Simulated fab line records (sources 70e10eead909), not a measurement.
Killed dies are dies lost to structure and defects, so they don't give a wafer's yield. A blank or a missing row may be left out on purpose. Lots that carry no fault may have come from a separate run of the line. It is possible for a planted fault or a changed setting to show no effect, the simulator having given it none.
fab line records ; flow nandHarc
[record] lots = 6; wafers = 18; lastDay = 24
route steps=1159 shown A_STAIRCASE@607 END@1159
lots that met no fault: from a run of the same line without faults
startH: hours from the record's opening day to when the first of the lot's shown wafers began ; waitH: hours elapsed since this lot's preceding step ; " as in the row above ; L1.1+2: a single row standing in for several wafers ; - no value present, or no start provided ; * or withheld: withheld ; < > ~ a bound
route shown NAME@n: names a module that has steps shown in the file, with the first one's number in the route ; usual: the fault-free wafers' mean and standard deviation ; same: alike in all rows ; chamber/n: place in a boat ; sites: each site's reading ; _std_site: standard deviation of those values ; _edge_site: outer sites' mean less inner sites' ; radiusMm: how far each site lies from the wafer's centre ; mask NAME#n: copy n ; behind: the tool/chamber that last shaped the wafer ; hold: why the lot was held/for how many hours/how that ended ; device: which transistor (n, p or np) failed to switch ; end of line: the tests these same wafers got at the end of their route ; a step with no rows: only its recipe ; killed: the dies lost at the first sort to structure and to defects; this is not the yield of the wafer ; map: the dies of a wafer, with x for killed, . for not killed, _ for no die there
set.NAME: the setting that was run; set.NAME@STEP: the one run at that earlier step ; model.NAME: the simulator's own value behind a step, which no gauge read
certain route steps with their lots: each step a table, each wafer a row
services: a tool's chamber out of use, with start hour (startH, from the record's first day; less than 0 if before it), hours out, and reason
[[steps]]
[step NHARC_A_STAIRCASE_EBR_213]
[step NHARC_A_STAIRCASE_EXPOSE_214]
[recipe] na = 0.5; doseMj = 31.26; maskId = STAIR_3
[step NHARC_A_STAIRCASE_PEB_215]
[recipe] pebTempC = 115; pebTimeS = 130
[step NHARC_A_STAIRCASE_DEVELOP_216]
[recipe] timeS = 140
[step NHARC_A_STAIRCASE_HARDBAKE_218]
[recipe] tempC = 120; timeS = 140
[step NHARC_A_STAIRCASE_DESCUM_219]
[recipe] timeS = 3; o2FlowSccm = 200; arFlowSccm = 0; biasPowerW = 0; chemistry = O2
[usual] drypumpMotorCurrentA = 5.7/0.38; oesProductAu = 1.004/0.0073; rfVppV = 57.7/0.75; showerheadPlenumPTorr = 1.89/0.087; throttleValvePct = 11.309/0.0093
lot.wafer;tool;chamber;startH;waitH;drypumpMotorCurrentA;oesProductAu;rfHoursCounterH;rfVppV;showerheadPlenumPTorr;throttleValvePct
L929.3;rieDiel-01;1;261.22;-;5.8;1.010;43;56.6;1.83;11.318
L929.1;rieDiel-01;0;261.22;-;5.4;1.003;44;58.2;1.82;11.312
L929.5;rieDiel-01;2;261.22;-;6.3;1.006;-;57.8;1.98;11.292
L932.2;rieDiel-02;1;271.39;-;5.4;1.000;41;57.9;1.79;11.315
L932.1;rieDiel-02;2;271.39;-;5.8;0.990;40;57.6;1.82;11.312
L932.6;rieDiel-02;1;271.39;-;5.4;0.996;-;57.2;1.79;11.301
L931.4;rieDiel-01;1;272.97;-;5.8;1.008;48;57.4;1.83;11.301
L931.3;rieDiel-01;2;272.97;-;6.3;1.010;48;57.5;1.97;11.306
L931.1;rieDiel-01;3;272.97;-;5.5;1.006;49;57.6;1.93;11.325
L936.2;rieDiel-01;3;300.80;-;5.5;0.989;60;57.0;1.93;11.310
L936.5;rieDiel-01;3;300.80;-;5.5;0.997;-;58.3;1.93;11.316
L936.6;rieDiel-01;0;300.80;-;5.4;1.004;-;57.9;1.81;11.318
L942.3;rieDiel-13;1;342.94;-;6.3;1.011;27;57.7;1.81;11.309
L942.1;rieDiel-13;3;342.94;-;5.4;1.003;24;58.0;1.87;11.318
L942.2;rieDiel-13;0;342.94;-;5.4;1.010;24;57.3;1.90;11.305
L944.1;rieDiel-01;3;362.61;-;5.5;1.006;16;57.2;1.92;11.315
L944.3;rieDiel-01;1;362.61;-;5.8;1.016;15;58.8;1.82;11.321
L944.4;rieDiel-01;2;362.61;-;6.3;1.010;16;58.3;1.96;11.313
[step NHARC_A_STAIRCASE_TRIM_220]
[recipe] timeS = 211.2; o2FlowSccm = 500; arFlowSccm = 0; biasW = 0; chemistry = O2
[usual] drypumpMotorCurrentA = 5.7/0.37; oesProductAu = 1.003/0.0077; rfVppV = 57.7/0.95; showerheadPlenumPTorr = 3.48/0.14; throttleValvePct = 17.036/0.01
lot.wafer;tool;chamber;startH;waitH;drypumpMotorCurrentA;oesProductAu;rfHoursCounterH;rfVppV;showerheadPlenumPTorr;throttleValvePct
L929.1;rieDiel-01;2;261.31;0.1;6.3;0.992;43;56.4;3.64;17.034
L929.3;rieDiel-01;0;261.31;0.1;5.4;0.996;44;56.3;3.36;17.038
L929.5;rieDiel-01;2;261.31;0.1;6.3;1.011;-;58.5;3.64;17.046
L932.1;rieDiel-02;0;271.47;0.1;5.2;1.002;40;55.2;3.59;17.053
L932.2;rieDiel-02;3;271.47;0.1;6.2;1.010;29;58.0;3.72;17.015
L932.6;rieDiel-02;0;271.47;0.1;5.3;0.999;-;57.4;3.59;17.029
L931.3;rieDiel-01;0;273.12;0.1;5.4;1.007;50;57.0;3.36;17.043
L931.4;rieDiel-01;1;273.12;0.1;5.8;1.009;48;58.6;3.38;17.045
L931.1;rieDiel-01;2;273.12;0.1;6.3;1.012;48;58.2;3.63;17.050
L936.2;rieDiel-01;2;300.93;0.1;6.3;1.001;58;57.1;3.63;17.047
L936.5;rieDiel-01;3;300.93;0.1;5.5;0.984;-;57.5;3.55;17.032
L936.6;rieDiel-01;0;300.93;0.1;5.4;1.004;-;57.9;3.35;17.025
L942.3;rieDiel-13;3;343.13;0.2;5.4;1.016;24;57.4;3.45;17.013
L942.1;rieDiel-13;0;343.13;0.2;5.5;1.016;24;58.5;3.50;17.016
L942.2;rieDiel-13;1;343.13;0.2;6.3;1.009;27;56.1;3.34;17.029
L944.4;rieDiel-01;2;362.70;0.1;6.3;1.008;16;57.9;3.62;17.038
L944.3;rieDiel-01;3;362.70;0.1;5.6;1.002;16;57.5;3.54;17.031
L944.1;rieDiel-01;1;362.70;0.1;5.8;1.017;15;57.2;3.37;17.027
[step NHARC_A_STAIRCASE_ETCH_221]
[recipe] targetDepthA = 1000; timeS = 40.5; ionEnergyEv = 400; c4f8FlowSccm = 20; o2FlowSccm = 10; arFlowSccm = withheld; rfW = 600; biasW = 1000; chemistry = C4F8/O2
[step NHARC_A_STAIRCASE_TRIM_222]
[recipe] timeS = 211.2; o2FlowSccm = 500; arFlowSccm = 0; biasW = 0; chemistry = O2
[step NHARC_A_STAIRCASE_ETCH_223]
[recipe] targetDepthA = 1000; timeS = 40.5; ionEnergyEv = 400; c4f8FlowSccm = 20; o2FlowSccm = 10; arFlowSccm = withheld; rfW = 600; biasW = 1000; chemistry = C4F8/O2
[usual] oesProductAu = 0.948/0.011; rfFwdPowerW = 592.9/2.8; rfVppV = 895/5.4
lot.wafer;tool;chamber;startH;waitH;oesProductAu;rfFwdPowerW;rfHoursCounterH;rfVppV
L929.3;rieDiel-01;3;-;-;0.959;594.1;44;897
L929.1;rieDiel-01;0;-;-;0.967;597.8;45;890
L929.5;rieDiel-01;0;-;-;0.953;599.8;-;890
L932.2;rieDiel-02;0;-;-;0.942;591.4;40;899
L932.1;rieDiel-02;2;-;-;0.938;596.3;40;889
L932.6;rieDiel-02;0;-;-;0.938;591.9;-;897
L931.3;rieDiel-01;1;-;-;0.947;588.1;48;890
L931.4;rieDiel-01;3;-;-;0.950;592.6;49;897
L931.1;rieDiel-01;0;-;-;0.947;594.9;50;891
L936.2;rieDiel-01;1;-;-;0.960;588.2;56;890
L936.5;rieDiel-01;0;-;-;0.951;595.9;-;888
L936.6;rieDiel-01;1;-;-;0.964;588.8;-;892
L942.2;rieDiel-13;0;-;-;0.948;590.4;24;894
L942.3;rieDiel-13;1;-;-;0.961;593.1;27;890
L942.1;rieDiel-13;2;-;-;0.947;588.5;25;906
L944.1;rieDiel-01;1;-;-;0.955;588.3;15;891
L944.4;rieDiel-01;2;-;-;0.954;594.7;17;899
L944.3;rieDiel-01;0;-;-;0.956;592.8;14;889
[step NHARC_A_STAIRCASE_TRIM_224]
[recipe] timeS = 211.2; o2FlowSccm = 500; arFlowSccm = 0; biasW = 0; chemistry = O2
[usual] drypumpMotorCurrentA = 5.8/0.37; oesProductAu = 1.004/0.0072; rfVppV = 57.6/0.87; showerheadPlenumPTorr = 3.48/0.15; throttleValvePct = 17.037/0.0086
lot.wafer;tool;chamber;startH;waitH;drypumpMotorCurrentA;oesProductAu;rfHoursCounterH;rfVppV;showerheadPlenumPTorr;throttleValvePct
L929.3;rieDiel-01;1;-;-;5.8;0.997;43;57.5;3.39;17.031
L929.1;rieDiel-01;0;-;-;5.4;1.002;45;57.6;3.36;17.032
L929.5;rieDiel-01;1;-;-;5.8;1.002;-;55.8;3.39;17.049
L932.2;rieDiel-02;0;-;-;5.3;1.001;40;60.4;3.59;17.048
L932.1;rieDiel-02;1;-;-;5.4;1.001;41;56.9;3.32;17.031
L932.6;rieDiel-02;0;-;-;5.3;0.990;-;58.2;3.59;17.043
L931.4;rieDiel-01;0;-;-;5.4;0.996;50;55.6;3.36;17.033
L931.1;rieDiel-01;1;-;-;5.8;1.007;48;57.4;3.38;17.041
L931.3;rieDiel-01;2;-;-;6.3;1.016;48;57.9;3.63;17.041
L936.2;rieDiel-01;2;-;-;6.3;0.999;58;57.5;3.63;17.028
L936.5;rieDiel-01;3;-;-;5.6;1.001;-;58.1;3.55;17.032
L936.6;rieDiel-01;0;-;-;5.4;0.999;-;56.9;3.35;17.030
L942.2;rieDiel-13;1;-;-;6.3;1.003;27;57.1;3.34;17.035
L942.1;rieDiel-13;3;-;-;5.4;0.996;24;58.1;3.45;17.046
L942.3;rieDiel-13;0;-;-;5.5;1.001;25;57.4;3.50;17.034
L944.3;rieDiel-01;2;-;-;6.3;1.004;17;57.7;3.62;17.048
L944.1;rieDiel-01;3;-;-;5.6;1.008;17;58.1;3.54;17.046
L944.4;rieDiel-01;0;-;-;5.4;1.007;14;58.5;3.34;17.034
[step NHARC_A_STAIRCASE_ETCH_225]
[recipe] targetDepthA = 1000; timeS = 40.5; ionEnergyEv = 400; c4f8FlowSccm = 20; o2FlowSccm = 10; arFlowSccm = withheld; rfW = 600; biasW = 1000; chemistry = C4F8/O2
[usual] oesProductAu = 0.945/0.0086; rfFwdPowerW = 592.7/2.5; rfVppV = 894/5.5
lot.wafer;tool;chamber;startH;waitH;oesProductAu;rfFwdPowerW;rfHoursCounterH;rfVppV
L929.1;rieDiel-01;2;262.29;-;0.935;594.4;44;899
L929.3;rieDiel-01;3;262.29;-;0.961;592.0;44;898
L929.5;rieDiel-01;0;262.29;-;0.956;593.1;-;891
L932.1;rieDiel-02;0;272.18;-;0.941;594.0;40;898
L932.2;rieDiel-02;3;272.18;-;0.958;597.9;30;902
L932.6;rieDiel-02;0;272.18;-;0.943;591.9;-;897
L931.3;rieDiel-01;2;273.73;-;0.776;594.6;48;900
L931.1;rieDiel-01;0;273.73;-;0.759;593.9;50;890
L931.4;rieDiel-01;1;273.73;-;0.776;585.7;48;891
L936.2;rieDiel-01;3;301.51;-;0.772;592.8;60;897
L936.5;rieDiel-01;1;301.51;-;0.782;589.9;-;890
L936.6;rieDiel-01;2;301.51;-;0.774;592.5;-;900
L942.2;rieDiel-13;1;343.83;-;0.944;594.6;27;890
L942.1;rieDiel-13;2;343.83;-;0.949;591.7;25;906
L942.3;rieDiel-13;3;343.83;-;0.942;592.3;24;893
L944.4;rieDiel-01;1;363.34;-;0.947;589.5;15;888
L944.1;rieDiel-01;3;363.34;-;0.939;591.0;17;897
L944.3;rieDiel-01;0;363.34;-;0.934;594.8;14;890
[step NHARC_A_STAIRCASE_TRIM_226]
[recipe] timeS = 211.2; o2FlowSccm = 500; arFlowSccm = 0; biasW = 0; chemistry = O2
[usual] drypumpMotorCurrentA = 5.8/0.37; oesProductAu = 1.004/0.0075; rfVppV = 57.7/0.92; showerheadPlenumPTorr = 3.48/0.15; throttleValvePct = 17.038/0.0087
lot.wafer;tool;chamber;startH;waitH;drypumpMotorCurrentA;oesProductAu;rfHoursCounterH;rfVppV;showerheadPlenumPTorr;throttleValvePct
L929.1;rieDiel-01;3;-;-;5.6;1.003;44;57.1;3.56;17.035
L929.3;rieDiel-01;1;-;-;5.8;1.015;43;58.5;3.39;17.045
L929.5;rieDiel-01;2;-;-;6.3;1.013;-;58.6;3.64;17.040
L932.2;rieDiel-02;0;-;-;5.3;1.006;40;58.0;3.59;17.050
L932.1;rieDiel-02;2;-;-;5.8;1.003;40;58.9;3.37;17.029
L932.6;rieDiel-02;3;-;-;6.3;1.010;-;58.1;3.72;17.033
L931.1;rieDiel-01;2;-;-;6.3;1.007;48;58.5;3.63;17.042
L931.3;rieDiel-01;3;-;-;5.5;0.992;49;58.2;3.56;17.042
L931.4;rieDiel-01;0;-;-;5.5;0.999;50;58.2;3.36;17.061
L936.2;rieDiel-01;2;-;-;6.3;1.010;58;59.4;3.63;17.038
L936.5;rieDiel-01;1;-;-;5.8;1.004;-;57.9;3.38;17.041
L936.6;rieDiel-01;2;-;-;6.3;1.013;-;57.8;3.63;17.030
L942.1;rieDiel-13;0;-;-;5.5;1.001;25;57.9;3.50;17.036
L942.2;rieDiel-13;1;-;-;6.3;1.000;27;57.2;3.34;17.028
L942.3;rieDiel-13;3;-;-;5.5;0.996;25;57.5;3.45;17.023
L944.3;rieDiel-01;0;-;-;5.5;1.006;14;57.1;3.34;17.041
L944.4;rieDiel-01;1;-;-;5.8;1.021;15;56.5;3.37;17.056
L944.1;rieDiel-01;2;-;-;6.2;1.009;17;57.7;3.62;17.042
[step NHARC_END_SORT_01]
[recipe] tempC = 25
[usual] killedAtArray = 26/8.6; killedAtOther = 0.7/0.97; killedAtPeriphery = 3.2/2.2; killedDies = 30/8.9; killedOpen = 3.1/1.8; killedShort = 2.2/1.8
[same] grossDies = 677
lot.wafer;tool;chamber;startH;waitH;killedAtArray;killedAtOther;killedAtPeriphery;killedDies;killedOpen;killedShort
L931.1;prober-01;0;458.32;2.5;675;0;2;677;1;5
L931.3;prober-01;0;459.92;3.1;670;4;3;677;2;4
L931.4;prober-01;0;460.72;3.4;673;1;3;677;3;1
L936.2;prober-02;0;498.42;2.8;676;0;1;677;4;1
L936.5;prober-02;0;500.82;3.7;674;0;3;677;4;3
L936.6;prober-02;0;501.62;4.0;674;0;3;677;3;1
// killed by level:class
L931.1 A_STAIRCASE:areaEtch=660 A_STAIRCASE:chamberFilmFlake=5 A_ONON_D1:geometricParticle:short=3 A_CHANNEL_HOLE_D1:chamberFilmFlake=3 A_CHANNEL_FILL_D1:geometricParticle:short=2 A_CONTACT:chamberFilmFlake=2 P_M0:geometricParticle:open=1 P_CONTACT:chamberFilmFlake=1
L931.3 A_STAIRCASE:areaEtch=660 THIN_TSV:chamberFilmFlake=4 A_CHANNEL_HOLE_D1:chamberFilmFlake=3 A_ONON_D1:geometricParticle:open=2 A_STAIRCASE:chamberFilmFlake=2 P_GATE:geometricParticle:short=1 P_M0:geometricParticle:short=1 A_ONON_D1:geometricParticle:short=1
L931.4 A_STAIRCASE:areaEtch=660 A_STAIRCASE:chamberFilmFlake=5 P_ZERO_WELL:chamberFilmFlake=2 A_CHANNEL_HOLE_D1:chamberFilmFlake=2 A_CONTACT:chamberFilmFlake=2 P_M0:geometricParticle:open=1 A_ONON_D1:geometricParticle:open=1 A_WL_FILL:geometricParticle:open=1
L936.2 A_STAIRCASE:areaEtch=653 A_CHANNEL_HOLE_D1:chamberFilmFlake=6 A_STAIRCASE:chamberFilmFlake=4 A_WL_FILL:chamberFilmFlake=3 A_CONTACT:chamberFilmFlake=3 A_SLIT:chamberFilmFlake=2 A_ONON_D1:geometricParticle:open=1 A_CHANNEL_FILL_D1:geometricParticle:open=1
L936.5 A_STAIRCASE:areaEtch=649 A_CHANNEL_HOLE_D1:chamberFilmFlake=7 A_CONTACT:chamberFilmFlake=4 A_STAIRCASE:chamberFilmFlake=4 A_CHANNEL_FILL_D1:geometricParticle:short=3 A_CONTACT:geometricParticle:open=2 P_M0:chamberFilmFlake=2 A_SLIT:chamberFilmFlake=2
L936.6 A_STAIRCASE:areaEtch=650 A_CHANNEL_HOLE_D1:chamberFilmFlake=7 A_STAIRCASE:chamberFilmFlake=6 A_SLIT:chamberFilmFlake=3 A_WL_FILL:chamberFilmFlake=3 A_CONTACT:chamberFilmFlake=2 P_M0:geometricParticle:open=1 P_M2:geometricParticle:short=1
// map L931.1 (x killed, . not)
____________x____________
_________xxxxxxx_________
_______xxxxxxxxxxx_______
______xxxxxxxxxxxxx______
_____xxxxxxxxxxxxxxx_____
____xxxxxxxxxxxxxxxxx____
____xxxxxxxxxxxxxxxxx____
___xxxxxxxxxxxxxxxxxxx___
___xxxxxxxxxxxxxxxxxxx___
__xxxxxxxxxxxxxxxxxxxxx__
__xxxxxxxxxxxxxxxxxxxxx__
_xxxxxxxxxxxxxxxxxxxxxxx_
_xxxxxxxxxxxxxxxxxxxxxxx_
_xxxxxxxxxxxxxxxxxxxxxxx_
_xxxxxxxxxxxxxxxxxxxxxxx_
_xxxxxxxxxxxxxxxxxxxxxxx_
xxxxxxxxxxxxxxxxxxxxxxxxx
xxxxxxxxxxxxxxxxxxxxxxxxx
xxxxxxxxxxxxxxxxxxxxxxxxx
xxxxxxxxxxxxxxxxxxxxxxxxx
xxxxxxxxxxxxxxxxxxxxxxxxx
_xxxxxxxxxxxxxxxxxxxxxxx_
_xxxxxxxxxxxxxxxxxxxxxxx_
_xxxxxxxxxxxxxxxxxxxxxxx_
_xxxxxxxxxxxxxxxxxxxxxxx_
_xxxxxxxxxxxxxxxxxxxxxxx_
__xxxxxxxxxxxxxxxxxxxxx__
__xxxxxxxxxxxxxxxxxxxxx__
___xxxxxxxxxxxxxxxxxxx___
___xxxxxxxxxxxxxxxxxxx___
____xxxxxxxxxxxxxxxxx____
____xxxxxxxxxxxxxxxxx____
_____xxxxxxxxxxxxxxx_____
______xxxxxxxxxxxxx______
_______xxxxxxxxxxx_______
_________xxxxxxx_________
____________x____________
// map L936.2 (x killed, . not)
____________x____________
_________xxxxxxx_________
_______xxxxxxxxxxx_______
______xxxxxxxxxxxxx______
_____xxxxxxxxxxxxxxx_____
____xxxxxxxxxxxxxxxxx____
____xxxxxxxxxxxxxxxxx____
___xxxxxxxxxxxxxxxxxxx___
___xxxxxxxxxxxxxxxxxxx___
__xxxxxxxxxxxxxxxxxxxxx__
__xxxxxxxxxxxxxxxxxxxxx__
_xxxxxxxxxxxxxxxxxxxxxxx_
_xxxxxxxxxxxxxxxxxxxxxxx_
_xxxxxxxxxxxxxxxxxxxxxxx_
_xxxxxxxxxxxxxxxxxxxxxxx_
_xxxxxxxxxxxxxxxxxxxxxxx_
xxxxxxxxxxxxxxxxxxxxxxxxx
xxxxxxxxxxxxxxxxxxxxxxxxx
xxxxxxxxxxxxxxxxxxxxxxxxx
xxxxxxxxxxxxxxxxxxxxxxxxx
xxxxxxxxxxxxxxxxxxxxxxxxx
_xxxxxxxxxxxxxxxxxxxxxxx_
_xxxxxxxxxxxxxxxxxxxxxxx_
_xxxxxxxxxxxxxxxxxxxxxxx_
_xxxxxxxxxxxxxxxxxxxxxxx_
_xxxxxxxxxxxxxxxxxxxxxxx_
__xxxxxxxxxxxxxxxxxxxxx__
__xxxxxxxxxxxxxxxxxxxxx__
___xxxxxxxxxxxxxxxxxxx___
___xxxxxxxxxxxxxxxxxxx___
____xxxxxxxxxxxxxxxxx____
____xxxxxxxxxxxxxxxxx____
_____xxxxxxxxxxxxxxx_____
______xxxxxxxxxxxxx______
_______xxxxxxxxxxx_______
_________xxxxxxx_________
____________x____________
[[services]]
tool;chamber;startH;hours;kind
rieDiel-01;3;237.65;6.5;repair
rieDiel-02;3;242.74;16.8;repair
rieDiel-01;0;244.98;-;clean
rieDiel-01;1;244.98;-;clean
rieDiel-01;2;244.98;-;clean
rieDiel-01;3;244.98;-;clean
rieDiel-13;3;247.91;3.9;repair
rieDiel-01;0;269.48;-;clean
rieDiel-01;1;269.48;-;clean
rieDiel-01;2;269.48;-;clean
rieDiel-01;3;269.48;-;clean
rieDiel-13;-;276.04;9.0;pm
rieDiel-01;0;293.98;-;clean
rieDiel-01;1;293.98;-;clean
rieDiel-01;2;293.98;-;clean
rieDiel-01;3;293.98;-;clean
rieDiel-13;0;298.36;4.0;repair
rieDiel-01;-;314.80;9.0;pm
rieDiel-01;0;314.80;9.0;ventCycle
rieDiel-01;1;314.80;9.0;ventCycle
rieDiel-01;2;314.80;9.0;ventCycle
rieDiel-02;-;328.15;9.0;pm
rieDiel-01;2;339.55;1.5;repair
rieDiel-13;-;346.60;0.4;repair
[[key]]
[firstSign] step = NHARC_A_STAIRCASE_ETCH_225; reading = oesProductAu; direction = down; sigmas = 20; usual = 0.945; struck = 0.773
[effect] step = NHARC_END_SORT_01; reading = killedAtArray; direction = up; sigmas = 75; usual = 26; struck = 674
[moreKillsBornAt] NHARC_A_STAIRCASE_ETCH_225@rieDiel-01 = 3932
metAt NHARC_A_STAIRCASE_ETCH_225
struckWafers L931.1,L931.3,L931.4,L936.2,L936.5,L936.6
laterRowsLeftOut L931.1,L931.3,L931.4,L936.2,L936.5,L936.6
testerLeftOut L931,L936
onsetBetween 262.29 273.73
[fault] kind = processParameterDrift; tool = rieDiel-01; chamber = -; onsetH = 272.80; steps = NHARC_A_STAIRCASE_ETCH_225; channel = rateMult; offset = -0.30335; shape = step; endH = 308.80
// testerLeftOut: of these lots the tester's yield and bins aren't shown, on N5 and GAA mostly nor the transistor test; their killed dies are dies lost to structure and defects alone, not to doping, threshold or leakage, so they don't give the yield
// laterRowsLeftOut: the simulator's readings of these wafers behind a module that went badly wrong aren't trusted and aren't shown, but for the sort
